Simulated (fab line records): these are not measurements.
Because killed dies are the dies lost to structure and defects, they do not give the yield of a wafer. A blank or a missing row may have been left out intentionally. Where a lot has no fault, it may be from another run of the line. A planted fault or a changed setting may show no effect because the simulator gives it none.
Comparing a struck lot with a sound one + flow n5Finfet + 13 out of 1938 route steps
Sound: wafers L436.3, L436.5. Struck: wafer L448.4. (L448.1, L448.2 of the same lot were not struck and are left out.) The cause comes at the end.
At each step with rows: each side's tool, then ch and its chambers, then its first start. Under that, the readings that differ: sound wafers + struck wafers + difference of the means + sigmas: that difference in standard deviations of wafers without a fault.
alike: readings with means less than 2 such deviations apart, plus words and numbers identical on both sides. not compared: withheld readings, readings lacking a value on some wafer, bounds such as >300 that could conceal the same value, and numbers that have no deviation in the record and whose values overlap.
The two part at a step that has a row with sigmas, a row that says differs or no value, or rows on one side only. Numbers that don't overlap but have no deviation are shown without sigmas and don't part them. A reading missing from all wafers of one side parts the sides only when that side holds two or more wafers.

first, 9 steps without rows for these wafers: N5_BEOL_M2_DEVELOP_27 (develop time 30 s); N5_BEOL_M2_DESCUM_33 (chemistry O2, time 7 s); N5_BEOL_M2_ETCH_77 (etches underlayer in N2/H2, target depth 6.5 nm, time 5.2 s); N5_BEOL_M2_ETCH_69 (etches SiARC in CF4, target depth 15.6 nm, time 26 s); N5_BEOL_M2_ALD_98 (deposits SiO2, target thk 2.5 nm, pulse time 1 s, co reactant pulse time 1 s); N5_BEOL_M2_ETCHBACK_99 (etches SiO2 in CHF3, target depth 5 nm, time 10.4 s); N5_BEOL_M2_ETCH_70 (etches SOC in N2/H2, target depth 80 nm, overetch 24 nm, time 130 s); N5_BEOL_M2_STRIP_71 (strips in N2/H2); N5_BEOL_M2_STRIP_78 (strips in N2/H2).
N5_BEOL_M2_VIA_ETCH_34: etches the open film in C4F6/O2, target depth 69.4 nm, time 65.9 s.
  sound on rieDiel-04 ch 1, day 7 07:58; struck on rieDiel-04 ch 1, day 10 01:13
| reading                                 | sound       | struck | difference | sigmas |
|-----------------------------------------|-------------|--------|------------|--------|
| runLengthS (s)                          | 88.4 88.4   | 81.5   | -6.9       | -14    |
| model.etch.depthNm (nm)                 | 66.79 66.66 | 60.07  | -6.65      |        |
| model.SOC_of_BEOL_M2_COAT_67.thkNm (nm) | 51.8 51.8   | 53     | +1         |        |
  alike: chamberPressureMTorr, drypumpMotorCurrentA, oesProductAu, rfVppV, showerheadPlenumPTorr, throttleValvePct
  not compared: rfHoursCounterH
then, 1 step without rows for these wafers: N5_BEOL_M2_STRIP_83 (strips in C4F6/O2).
N5_BEOL_M4_RC_MEAS_101:
  sound on prober-01 ch 0, day 8 05:52; struck on prober-02 ch 0, day 11 04:43
| reading        | sound     | struck | difference | sigmas |
|----------------|-----------|--------|------------|--------|
| DIBL_N (mV/V)  | 35.2 32.2 | 38.6   | +4.9       | +2     |
| DIBL_P (mV/V)  | 35.4 31.5 | 39.3   | +5.8       | +2     |
| IOFF_N (nA/um) | 0.14 0.10 | 0.22   | +0.10      | +2     |
| IOFF_P (nA/um) | 0.19 0.14 | 0.29   | +0.12      | +3     |
| ION_N (uA/um)  | 675 653   | 695    | +31        | +2     |
| VT_N (mV)      | 253 257   | 245    | -10        | -3     |
| VT_P (mV)      | -253 -257 | -244   | +11        | +3     |
  alike: ION_P, SS_N, SS_P
-- the record jumps here: 5 days lie between the struck wafers' starts before and after (it left off in module BEOL_M4 and takes up again in module PASSIVATION, whose first step shown is number 1936 of the route) --
N5_PASSIVATION_PROBE_49:
  the record has rows for the struck wafers here (prober-02, day 15 19:30) and none for the sound ones

WHERE THEY PART
First at N5_BEOL_M2_VIA_ETCH_34; last, within this record, at N5_PASSIVATION_PROBE_49.

WHY: what had been put in by the simulator
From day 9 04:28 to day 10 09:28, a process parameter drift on rieDiel-04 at N5_BEOL_M2_VIA_ETCH_34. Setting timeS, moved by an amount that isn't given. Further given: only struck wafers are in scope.
